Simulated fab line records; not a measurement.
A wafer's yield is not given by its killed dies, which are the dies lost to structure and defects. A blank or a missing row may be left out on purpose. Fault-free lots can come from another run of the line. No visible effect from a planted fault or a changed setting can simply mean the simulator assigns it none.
Which tool did it? :: flow n5Finfet :: Sampling: 24 lots, 72 wafers, 4 of 1938 route steps

## WHAT THE GAUGES READ, wafer by wafer
N5_BEOL_M2_RS_MEAS_58: measures by four-point-probe.
lot: L074
measured: day 6 15:25
on: filmMetro-02
M2_RS (ohm/sq): 0.627 0.680 0.645

lot: L075
measured: day 7 03:14
on: filmMetro-01
M2_RS (ohm/sq): 0.655 0.680 0.702

lot: L076
measured: day 7 11:10
on: filmMetro-01
M2_RS (ohm/sq): 0.689 0.695 0.701

lot: L077
measured: day 7 11:43
on: filmMetro-01
M2_RS (ohm/sq): 0.645 0.673 0.642

lot: L078
measured: day 8 03:24
on: filmMetro-01
M2_RS (ohm/sq): 0.665 0.671 0.640

lot: L079
measured: day 8 05:36
on: filmMetro-01
M2_RS (ohm/sq): 0.696 0.657 0.688

lot: L080
measured: day 8 07:31
on: filmMetro-01
M2_RS (ohm/sq): 0.685 0.687 0.635

lot: L081
measured: day 8 14:38
on: filmMetro-01
M2_RS (ohm/sq): 0.677 0.665 0.686

lot: L082
measured: day 9 03:13
on: filmMetro-01
M2_RS (ohm/sq): 0.684 0.701 0.713

lot: L083
measured: day 9 11:58
on: filmMetro-02
M2_RS (ohm/sq): 0.622 0.675 0.659

lot: L084
measured: day 9 15:07
on: filmMetro-01
M2_RS (ohm/sq): 0.688 0.683 0.672

lot: L085
measured: day 9 15:57
on: filmMetro-02
M2_RS (ohm/sq): 0.670 0.683 0.668

lot: L086
measured: day 9 23:37
on: filmMetro-01
M2_RS (ohm/sq): 0.646 0.659 0.659

lot: L087
measured: day 9 23:50
on: filmMetro-02
M2_RS (ohm/sq): 0.692 0.692 0.685

lot: L088
measured: day 10 09:20
on: filmMetro-02
M2_RS (ohm/sq): 0.650 0.656 0.691

lot: L089
measured: day 10 14:56
on: filmMetro-01
M2_RS (ohm/sq): 0.706 0.691 0.713

lot: L090
measured: day 11 05:30
on: filmMetro-02
M2_RS (ohm/sq): 0.732 0.760 0.650

lot: L091
measured: day 11 12:15
on: filmMetro-02
M2_RS (ohm/sq): 0.677 0.643 0.663

lot: L092
measured: day 11 18:23
on: filmMetro-01
M2_RS (ohm/sq): 0.682 0.633 0.677

lot: L093
measured: day 11 21:13
on: filmMetro-01
M2_RS (ohm/sq): 0.673 0.640 0.685

lot: L094
measured: day 11 23:53
on: filmMetro-01
M2_RS (ohm/sq): 0.668 0.683 0.694

lot: L095
measured: day 12 03:05
on: filmMetro-01
M2_RS (ohm/sq): 0.687 0.696 0.631

lot: L097
measured: day 12 12:55
on: filmMetro-01
M2_RS (ohm/sq): 0.694 0.678 0.676

lot: L096
measured: day 12 22:25
on: filmMetro-01
M2_RS (ohm/sq): 0.633 0.652 0.660

## TOOL THAT RAN EACH LOT (tool first, then ch and the chambers of the sampled wafers, then the start)
lot: L074
N5_BEOL_M2_SPUTTER_94: pvdSputter-01, day 6 14:03
N5_BEOL_M2_PRE_CLEAN_60: cvdCo-02 ch 0,1,2, day 6 15:12
N5_BEOL_M2_DEP_57: pecvd-02 ch 0,1,2, day 6 15:22

lot: L075
N5_BEOL_M2_SPUTTER_94: pvdSputter-01, day 7 01:58
N5_BEOL_M2_PRE_CLEAN_60: cvdCo-02 ch 0,1, day 7 03:01
N5_BEOL_M2_DEP_57: pecvd-03 ch 0,2, day 7 03:10

lot: L076
N5_BEOL_M2_SPUTTER_94: pvdSputter-03, day 7 08:29
N5_BEOL_M2_PRE_CLEAN_60: cvdCo-01 ch 0,2, day 7 10:56
N5_BEOL_M2_DEP_57: pecvd-03 ch 1,2, day 7 11:06

lot: L077
N5_BEOL_M2_SPUTTER_94: pvdSputter-01, day 7 09:49
N5_BEOL_M2_PRE_CLEAN_60: cvdCo-01 ch 1,2, day 7 11:29
N5_BEOL_M2_DEP_57: pecvd-02 ch 0,1,2, day 7 11:38

lot: L078
N5_BEOL_M2_SPUTTER_94: pvdSputter-03, day 8 02:08
N5_BEOL_M2_PRE_CLEAN_60: cvdCo-02 ch 0,1,2, day 8 03:11
N5_BEOL_M2_DEP_57: pecvd-02 ch 1,2, day 8 03:20

lot: L079
N5_BEOL_M2_SPUTTER_94: pvdSputter-03, day 8 04:20
N5_BEOL_M2_PRE_CLEAN_60: cvdCo-02 ch 0,2, day 8 05:23
N5_BEOL_M2_DEP_57: pecvd-01 ch 0,1, day 8 05:32

lot: L080
N5_BEOL_M2_SPUTTER_94: pvdSputter-03, day 8 06:15
N5_BEOL_M2_PRE_CLEAN_60: cvdCo-02 ch 0,2, day 8 07:18
N5_BEOL_M2_DEP_57: pecvd-03 ch 0,1,2, day 8 07:28

lot: L081
N5_BEOL_M2_SPUTTER_94: pvdSputter-02, day 8 13:22
N5_BEOL_M2_PRE_CLEAN_60: cvdCo-02 ch 0,1,2, day 8 14:25
N5_BEOL_M2_DEP_57: pecvd-01 ch 0,1, day 8 14:34

lot: L082
N5_BEOL_M2_SPUTTER_94: pvdSputter-01, day 9 01:55
N5_BEOL_M2_PRE_CLEAN_60: cvdCo-02 ch 0,1,2, day 9 02:58
N5_BEOL_M2_DEP_57: pecvd-03 ch 2, day 9 03:08

lot: L083
N5_BEOL_M2_SPUTTER_94: pvdSputter-02, day 9 10:41
N5_BEOL_M2_PRE_CLEAN_60: cvdCo-01 ch 0,1, day 9 11:44
N5_BEOL_M2_DEP_57: pecvd-02 ch 0,2, day 9 11:53

lot: L084
N5_BEOL_M2_SPUTTER_94: pvdSputter-02, day 9 13:50
N5_BEOL_M2_PRE_CLEAN_60: cvdCo-01 ch 0,1,2, day 9 14:54
N5_BEOL_M2_DEP_57: pecvd-02 ch 0,1,2, day 9 15:04

lot: L085
N5_BEOL_M2_SPUTTER_94: pvdSputter-01, day 9 14:41
N5_BEOL_M2_PRE_CLEAN_60: cvdCo-02 ch 0,1,2, day 9 15:44
N5_BEOL_M2_DEP_57: pecvd-02 ch 0,1,2, day 9 15:53

lot: L086
N5_BEOL_M2_SPUTTER_94: pvdSputter-02, day 9 22:17
N5_BEOL_M2_PRE_CLEAN_60: cvdCo-02 ch 0,2, day 9 23:20
N5_BEOL_M2_DEP_57: pecvd-01 ch 1,2, day 9 23:33

lot: L087
N5_BEOL_M2_SPUTTER_94: pvdSputter-01, day 9 22:32
N5_BEOL_M2_PRE_CLEAN_60: cvdCo-01 ch 0,1,2, day 9 23:37
N5_BEOL_M2_DEP_57: pecvd-01 ch 0,1,2, day 9 23:46

lot: L088
N5_BEOL_M2_SPUTTER_94: pvdSputter-03, day 10 08:02
N5_BEOL_M2_PRE_CLEAN_60: cvdCo-02 ch 1,2, day 10 09:05
N5_BEOL_M2_DEP_57: pecvd-02 ch 2, day 10 09:15

lot: L089
N5_BEOL_M2_SPUTTER_94: pvdSputter-02, day 10 13:40
N5_BEOL_M2_PRE_CLEAN_60: cvdCo-01 ch 0,2, day 10 14:43
N5_BEOL_M2_DEP_57: pecvd-01 ch 0,1, day 10 14:52

lot: L090
N5_BEOL_M2_SPUTTER_94: pvdSputter-03, day 11 04:14
N5_BEOL_M2_PRE_CLEAN_60: cvdCo-01 ch 1,2, day 11 05:17
N5_BEOL_M2_DEP_57: pecvd-01 ch 0,2, day 11 05:26

lot: L091
N5_BEOL_M2_SPUTTER_94: pvdSputter-02, day 11 10:58
N5_BEOL_M2_PRE_CLEAN_60: cvdCo-01 ch 0,1, day 11 12:02
N5_BEOL_M2_DEP_57: pecvd-03 ch 0,1,2, day 11 12:11

lot: L092
N5_BEOL_M2_SPUTTER_94: pvdSputter-03, day 11 16:44
N5_BEOL_M2_PRE_CLEAN_60: cvdCo-02 ch 0,1,2, day 11 18:10
N5_BEOL_M2_DEP_57: pecvd-02 ch 0,1,2, day 11 18:20

lot: L093
N5_BEOL_M2_SPUTTER_94: pvdSputter-03, day 11 19:43
N5_BEOL_M2_PRE_CLEAN_60: cvdCo-01 ch 0,1, day 11 20:59
N5_BEOL_M2_DEP_57: pecvd-03 ch 0,1,2, day 11 21:08

lot: L094
N5_BEOL_M2_SPUTTER_94: pvdSputter-01, day 11 22:32
N5_BEOL_M2_PRE_CLEAN_60: cvdCo-01 ch 0,1, day 11 23:40
N5_BEOL_M2_DEP_57: pecvd-01 ch 1,2, day 11 23:49

lot: L095
N5_BEOL_M2_SPUTTER_94: pvdSputter-03, day 12 01:02
N5_BEOL_M2_PRE_CLEAN_60: cvdCo-01 ch 1,2, day 12 02:52
N5_BEOL_M2_DEP_57: pecvd-01 ch 0,2, day 12 03:02

lot: L097
N5_BEOL_M2_SPUTTER_94: pvdSputter-03, day 12 11:30
N5_BEOL_M2_PRE_CLEAN_60: cvdCo-01 ch 0,1, day 12 12:41
N5_BEOL_M2_DEP_57: pecvd-03 ch 1,2, day 12 12:50

lot: L096
N5_BEOL_M2_SPUTTER_94: pvdSputter-02, day 12 21:07
N5_BEOL_M2_PRE_CLEAN_60: cvdCo-01 ch 0,1,2, day 12 22:10
N5_BEOL_M2_DEP_57: pecvd-03 ch 0,1,2, day 12 22:19
- N5_BEOL_M2_SPUTTER_94: material Cu, target thk 4.5 nm, time 8.29 s.
- N5_BEOL_M2_PRE_CLEAN_60: time 15 s.
- N5_BEOL_M2_DEP_57: deposits SiCN from 3MS/NH3, target thk 8 nm, time 14 s.

## AS READ BY THE TOOLS THEMSELVES (means over the sampled wafers that have a number; for cases with no such wafer, the mark the record gives instead)
N5_BEOL_M2_SPUTTER_94.
lot: L074
tool: pvdSputter-01
substrateTempC (C): -20.16
throttleValvePct (%): 30.8

lot: L075
tool: pvdSputter-01
substrateTempC (C): -19.99
throttleValvePct (%): 30.6

lot: L076
tool: pvdSputter-03
substrateTempC (C): -19.97
throttleValvePct (%): 29.8

lot: L077
tool: pvdSputter-01
substrateTempC (C): -20.02
throttleValvePct (%): 30.8

lot: L078
tool: pvdSputter-03
substrateTempC (C): -19.97
throttleValvePct (%): 30.4

lot: L079
tool: pvdSputter-03
substrateTempC (C): -19.90
throttleValvePct (%): 29.9

lot: L080
tool: pvdSputter-03
substrateTempC (C): -20.00
throttleValvePct (%): 30.2

lot: L081
tool: pvdSputter-02
substrateTempC (C): -20.14
throttleValvePct (%): 29.4

lot: L082
tool: pvdSputter-01
substrateTempC (C): -19.96
throttleValvePct (%): 30.1

lot: L083
tool: pvdSputter-02
substrateTempC (C): -19.94
throttleValvePct (%): 29.1

lot: L084
tool: pvdSputter-02
substrateTempC (C): -19.94
throttleValvePct (%): 29.1

lot: L085
tool: pvdSputter-01
substrateTempC (C): -20.04
throttleValvePct (%): 30.6

lot: L086
tool: pvdSputter-02
substrateTempC (C): -20.06
throttleValvePct (%): 29.1

lot: L087
tool: pvdSputter-01
substrateTempC (C): -20.12
throttleValvePct (%): 30.9

lot: L088
tool: pvdSputter-03
substrateTempC (C): -19.92
throttleValvePct (%): 29.7

lot: L089
tool: pvdSputter-02
substrateTempC (C): -20.14
throttleValvePct (%): 29.2

lot: L090
tool: pvdSputter-03
substrateTempC (C): -20.07
throttleValvePct (%): 30.5

lot: L091
tool: pvdSputter-02
substrateTempC (C): -20.00
throttleValvePct (%): 29.5

lot: L092
tool: pvdSputter-03
substrateTempC (C): -20.00
throttleValvePct (%): 30.6

lot: L093
tool: pvdSputter-03
substrateTempC (C): -19.95
throttleValvePct (%): 30.5

lot: L094
tool: pvdSputter-01
substrateTempC (C): -20.14
throttleValvePct (%): 30.8

lot: L095
tool: pvdSputter-03
substrateTempC (C): -19.93
throttleValvePct (%): 30.4

lot: L097
tool: pvdSputter-03
substrateTempC (C): -19.97
throttleValvePct (%): 29.8

lot: L096
tool: pvdSputter-02
substrateTempC (C): -20.01
throttleValvePct (%): 29.6

N5_BEOL_M2_PRE_CLEAN_60.
lot: L074
tool: cvdCo-02
heaterPowerW (W): 82

lot: L075
tool: cvdCo-02
heaterPowerW (W): 83

lot: L076
tool: cvdCo-01
heaterPowerW (W): 74

lot: L077
tool: cvdCo-01
heaterPowerW (W): 89

lot: L078
tool: cvdCo-02
heaterPowerW (W): 83

lot: L079
tool: cvdCo-02
heaterPowerW (W): 96

lot: L080
tool: cvdCo-02
heaterPowerW (W): 82

lot: L081
tool: cvdCo-02
heaterPowerW (W): 82

lot: L082
tool: cvdCo-02
heaterPowerW (W): 83

lot: L083
tool: cvdCo-01
heaterPowerW (W): 99

lot: L084
tool: cvdCo-01
heaterPowerW (W): 88

lot: L085
tool: cvdCo-02
heaterPowerW (W): 82

lot: L086
tool: cvdCo-02
heaterPowerW (W): 98

lot: L087
tool: cvdCo-01
heaterPowerW (W): 88

lot: L088
tool: cvdCo-02
heaterPowerW (W): 67

lot: L089
tool: cvdCo-01
heaterPowerW (W): 77

lot: L090
tool: cvdCo-01
heaterPowerW (W): 101

lot: L091
tool: cvdCo-01
heaterPowerW (W): 84

lot: L092
tool: cvdCo-02
heaterPowerW (W): 82

lot: L093
tool: cvdCo-01
heaterPowerW (W): 98

lot: L094
tool: cvdCo-01
heaterPowerW (W): 99

lot: L095
tool: cvdCo-01
heaterPowerW (W): 103

lot: L097
tool: cvdCo-01
heaterPowerW (W): 99

lot: L096
tool: cvdCo-01
heaterPowerW (W): 88

N5_BEOL_M2_DEP_57.
lot: L074
tool: pecvd-02
chamberPressureTorr (Torr): 3.001
showerheadPlenumPTorr (Torr): 3.655
throttleValvePct (%): 9.7

lot: L075
tool: pecvd-03
chamberPressureTorr (Torr): 3.011
showerheadPlenumPTorr (Torr): 3.671
throttleValvePct (%): 8.7

lot: L076
tool: pecvd-03
chamberPressureTorr (Torr): 3.000
showerheadPlenumPTorr (Torr): 3.659
throttleValvePct (%): 8.9

lot: L077
tool: pecvd-02
chamberPressureTorr (Torr): 3.001
showerheadPlenumPTorr (Torr): 3.651
throttleValvePct (%): 9.8

lot: L078
tool: pecvd-02
chamberPressureTorr (Torr): 2.998
showerheadPlenumPTorr (Torr): 3.660
throttleValvePct (%): 9.3

lot: L079
tool: pecvd-01
chamberPressureTorr (Torr): 3.001
showerheadPlenumPTorr (Torr): 3.668
throttleValvePct (%): 9.7

lot: L080
tool: pecvd-03
chamberPressureTorr (Torr): 2.999
showerheadPlenumPTorr (Torr): 3.662
throttleValvePct (%): 8.7

lot: L081
tool: pecvd-01
chamberPressureTorr (Torr): 2.989
showerheadPlenumPTorr (Torr): 3.670
throttleValvePct (%): 9.3

lot: L082
tool: pecvd-03
chamberPressureTorr (Torr): 3.001
showerheadPlenumPTorr (Torr): 3.650
throttleValvePct (%): 8.8

lot: L083
tool: pecvd-02
chamberPressureTorr (Torr): 2.996
showerheadPlenumPTorr (Torr): 3.647
throttleValvePct (%): 9.3

lot: L084
tool: pecvd-02
chamberPressureTorr (Torr): 3.005
showerheadPlenumPTorr (Torr): 3.657
throttleValvePct (%): 9.6

lot: L085
tool: pecvd-02
chamberPressureTorr (Torr): 2.999
showerheadPlenumPTorr (Torr): 3.659
throttleValvePct (%): 9.6

lot: L086
tool: pecvd-01
chamberPressureTorr (Torr): 3.002
showerheadPlenumPTorr (Torr): 3.666
throttleValvePct (%): 9.7

lot: L087
tool: pecvd-01
chamberPressureTorr (Torr): 3.004
showerheadPlenumPTorr (Torr): 3.665
throttleValvePct (%): 9.3

lot: L088
tool: pecvd-02
chamberPressureTorr (Torr): 3.002
showerheadPlenumPTorr (Torr): 3.653
throttleValvePct (%): 9.1

lot: L089
tool: pecvd-01
chamberPressureTorr (Torr): 3.003
showerheadPlenumPTorr (Torr): 3.674
throttleValvePct (%): 9.6

lot: L090
tool: pecvd-01
chamberPressureTorr (Torr): 3.001
showerheadPlenumPTorr (Torr): 3.670
throttleValvePct (%): 9.1

lot: L091
tool: pecvd-03
chamberPressureTorr (Torr): 2.994
showerheadPlenumPTorr (Torr): 3.665
throttleValvePct (%): 8.4

lot: L092
tool: pecvd-02
chamberPressureTorr (Torr): 2.999
showerheadPlenumPTorr (Torr): 3.655
throttleValvePct (%): 9.7

lot: L093
tool: pecvd-03
chamberPressureTorr (Torr): 3.000
showerheadPlenumPTorr (Torr): 3.657
throttleValvePct (%): 8.7

lot: L094
tool: pecvd-01
chamberPressureTorr (Torr): 3.005
showerheadPlenumPTorr (Torr): 3.667
throttleValvePct (%): 9.6

lot: L095
tool: pecvd-01
chamberPressureTorr (Torr): 2.998
showerheadPlenumPTorr (Torr): 3.667
throttleValvePct (%): 9.3

lot: L097
tool: pecvd-03
chamberPressureTorr (Torr): 2.997
showerheadPlenumPTorr (Torr): 3.647
throttleValvePct (%): 8.2

lot: L096
tool: pecvd-03
chamberPressureTorr (Torr): 3.000
showerheadPlenumPTorr (Torr): 3.661
throttleValvePct (%): 8.4

## THE ANSWER, worked out from the rows above alone
Rule: the lots themselves supply what counts as usual. Put in order of their means at a reading, lots are off if they are a third of the lots or fewer, leave a main group of 4 or more, and stand apart from it by a gap of 3 or more times the standard deviation of the main group's means; of several such gaps the widest counts. If all means in a main group match to the digits the tables above print for the reading, that group is not used. Also off: a lot with no number at a reading for which 4 or more lots have one. Where the step has rows for the other lots, those lots are counted as sound. After the gauges, taken in route order, come the tools' own readings; for these a lot's mean is taken, as printed above. The first step at which some lot is off is used, and at that step the reading that is off furthest; a lot without a number counts as furthest.
No lot is off on any of the readings shown, so nothing can be concluded from this.

## WHAT THE SIMULATOR PUT IN
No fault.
